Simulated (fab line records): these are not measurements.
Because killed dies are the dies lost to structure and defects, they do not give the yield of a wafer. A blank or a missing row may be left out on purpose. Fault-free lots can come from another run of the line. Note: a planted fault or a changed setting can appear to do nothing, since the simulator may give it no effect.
Matching of chambers + flow n5-finfet + rie-diel-05 running N5_BEOL_M14_VIA_ETCH_16: 3 sister chambers
The step etches SiO2 in C4F8/O2/Ar, target depth 1231.3 nm. 14 wafers are shown with their chamber, then 5 later ones without.

== WAFERS, EACH WITH ITS CHAMBER ==
| wafer  | chamber | showerhead-plenum-p-Torr (Torr) | rf-vpp-V (V) | throttle-valve-pct (%) |
|--------|---------|---------------------------------|--------------|------------------------|
| L074.1 | 2       | 3.38                            | 2231         | 30.68                  |
| L074.4 | 3       | 3.34                            | 2222         | 31.03                  |
| L074.5 | 0       | 3.57                            | 2246         | 30.99                  |
| L078.2 | 3       | 3.34                            | 2220         | 31.05                  |
| L078.4 | 2       | 3.37                            | 2231         | 30.67                  |
| L078.5 | 2       | 3.37                            | 2231         | 30.67                  |
| L080.1 | 2       | 3.37                            | 2231         | 30.66                  |
| L080.4 | 0       | 3.57                            | 2247         | 30.99                  |
| L080.6 | 3       | 3.34                            | 2221         | 31.06                  |
| L079.2 | 0       | 3.57                            | 2247         | 30.99                  |
| L079.3 | 3       | 3.34                            | 2219         | 31.07                  |
| L079.5 | 0       | 3.57                            | 2247         | 31.00                  |
| L087.2 | 3       | 3.33                            | 2220         | 31.09                  |
| L087.4 | 0       | 3.56                            | 2245         | 31.03                  |

SIGNATURES (means of the wafers above)
| reading                  | chamber 0 | chamber 2 | chamber 3 | scatter within a chamber |
|--------------------------|-----------|-----------|-----------|--------------------------|
| showerhead-plenum-p-Torr | 3.5680    | 3.3725    | 3.3380    | 0.00462                  |
| rf-vpp-V                 | 2246.40   | 2231.00   | 2220.40   | 0.874                    |
| throttle-valve-pct       | 31.0000   | 30.6700   | 31.0600   | 0.0176                   |
Rule: distance of a wafer from a chamber = root of the sum over the readings of ((wafer's reading minus chamber's mean) / reading's scatter) squared. The wafer belongs to the nearest chamber; if the next one is less than 2 further off, it can't be placed. The scatter is the square root of a quotient: the sum, over the shown wafers, of each reading's squared deviation from its chamber's mean, divided by wafers minus chambers.

== WAFERS MISSING THEIR CHAMBER ==
| wafer  | showerhead-plenum-p-Torr (Torr) | rf-vpp-V (V) | throttle-valve-pct (%) |
|--------|---------------------------------|--------------|------------------------|
| L093.1 | 3.36                            | 2230         | 30.69                  |
| L093.4 | 3.32                            | 2219         | 31.11                  |
| L093.5 | 3.32                            | 2219         | 31.09                  |
| L094.2 | 3.32                            | 2218         | 31.11                  |
| L094.3 | 3.36                            | 2231         | 30.70                  |

== THE CHAMBER EACH PASSED THROUGH ==
| wafer  | from the rows above | in truth |
|--------|---------------------|----------|
| L093.1 | 2                   | 2        |
| L093.4 | 3                   | 3        |
| L093.5 | 3                   | 3        |
| L094.2 | 3                   | 3        |
| L094.3 | 2                   | 2        |
Correctly placed: 5 of 5. Number that these rows cannot place: 0. Placed wrongly: 0.
